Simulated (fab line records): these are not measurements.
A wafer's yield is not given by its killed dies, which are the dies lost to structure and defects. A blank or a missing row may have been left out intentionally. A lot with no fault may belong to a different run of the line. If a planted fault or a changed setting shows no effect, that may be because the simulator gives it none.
Chamber matching || flow n5_finfet || N5_BEOL_M4_ALD_98 on ald_sin-01: 4 sister chambers
The step deposits SiO2, target thk 2.5 nm, pulse time 1 s, co reactant pulse time 1 s. 4 wafers are shown with their chamber, then 7 later ones without.

== WAFERS PAIRED WITH THEIR CHAMBERS ==
{"wafer": "L081.4", "chamber": 2, "heater_power_w (W)": 84}
{"wafer": "L089.2", "chamber": 3, "heater_power_w (W)": 86}
{"wafer": "L088.1", "chamber": 0, "heater_power_w (W)": 79}
{"wafer": "L088.3", "chamber": 1, "heater_power_w (W)": 72}

== WAFERS WITH NO CHAMBER GIVEN ==
{"wafer": "L088.5", "heater_power_w (W)": 73}
{"wafer": "L091.2", "heater_power_w (W)": 86}
{"wafer": "L091.3", "heater_power_w (W)": 70}
{"wafer": "L091.5", "heater_power_w (W)": 77}
{"wafer": "L095.1", "heater_power_w (W)": 84}
{"wafer": "L095.3", "heater_power_w (W)": 75}
{"wafer": "L095.5", "heater_power_w (W)": 84}

== CHAMBER TAKEN BY EACH ==
{"wafer": "L088.5", "from the rows above": 1, "in truth": 1}
{"wafer": "L091.2", "from the rows above": "can't be placed: 3 or 2", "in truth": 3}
{"wafer": "L091.3", "from the rows above": 1, "in truth": 1}
{"wafer": "L091.5", "from the rows above": "can't be placed: 0 or 1", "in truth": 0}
{"wafer": "L095.1", "from the rows above": "can't be placed: 2 or 3", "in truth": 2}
{"wafer": "L095.3", "from the rows above": "can't be placed: 1 or 0", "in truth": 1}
{"wafer": "L095.5", "from the rows above": "can't be placed: 2 or 3", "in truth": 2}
Placed correctly: 2 of 7. These rows do not allow placing 5 (true chamber among the candidates in 5). 0 placed wrongly.
How it was worked out, from the rows above alone: a wafer's distance from a chamber is the root of the sum, over the readings, of the square of ((its reading less the chamber's mean) divided by the reading's scatter). If the next closest chamber is less than 2 further off than the closest, the wafer can't be placed; otherwise it belongs to the closest. The mean given for a chamber averages the wafers shown for that chamber. The scatter: with one shown wafer a chamber, the root of the mean of the squares of how far each hidden wafer lies from its nearest shown one.
